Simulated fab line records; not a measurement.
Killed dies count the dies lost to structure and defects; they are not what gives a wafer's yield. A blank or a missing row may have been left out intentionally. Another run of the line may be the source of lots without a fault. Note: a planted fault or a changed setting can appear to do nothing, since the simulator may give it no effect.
Which tool did it? ; flow n5Finfet ; 12 lots, 36 wafers sampled, at 1 step of a route of 1938

== WHAT THE GAUGES SHOWED, per wafer ==
N5_BEOL_M10_OVL_MEAS_12.
lot;measured;on;M10_OVL (nm)
L075;day 9 22:16;overlay-02;0.9 1.2 -0.2
L077;day 10 10:24;overlay-02;3.0 1.8 3.3
L079;day 11 04:35;overlay-02;0.9 0.2 -0.2
L081;day 11 21:52;overlay-02;1.5 1.3 0.1
L083;day 12 07:04;overlay-02;0.7 1.7 -1.1
L085;day 12 14:40;overlay-01;2.8 0.4 0.5
L088;day 13 21:53;overlay-01;-0.1 0.8 -0.3
L090;day 14 06:57;overlay-01;0.9 0.0 -1.2
L091;day 14 21:00;overlay-02;1.2 1.5 0.4
L095;day 15 04:57;overlay-02;-0.3 -0.1 1.3
L093;day 15 11:14;overlay-01;0.8 -0.1 2.2
L097;day 16 16:12;overlay-02;-1.2 -0.6 0.6

== WHICH TOOL RAN EACH LOT (tool, then ch and the chambers of the sampled wafers, then the start) ==
Record: no process step prior to these readings.

== THE ANSWER, worked out from the rows above alone ==
Rule: the lots themselves supply what counts as usual. Put in order of their means at a reading, lots are off if they are a third of the lots or fewer, leave a main group of 4 or more, and stand apart from it by a gap of 3 or more times the standard deviation of the main group's means; of several such gaps the widest counts. A main group is skipped when, at the precision printed for the reading in the tables above, its means are all equal. A lot without any number at a reading at which 4 lots or more have one is off too. Any other lot the step has rows for is counted as sound.
Across all readings shown, no lot is off: no conclusion can be drawn from this.

== WHAT THE SIMULATOR HAD PUT IN ==
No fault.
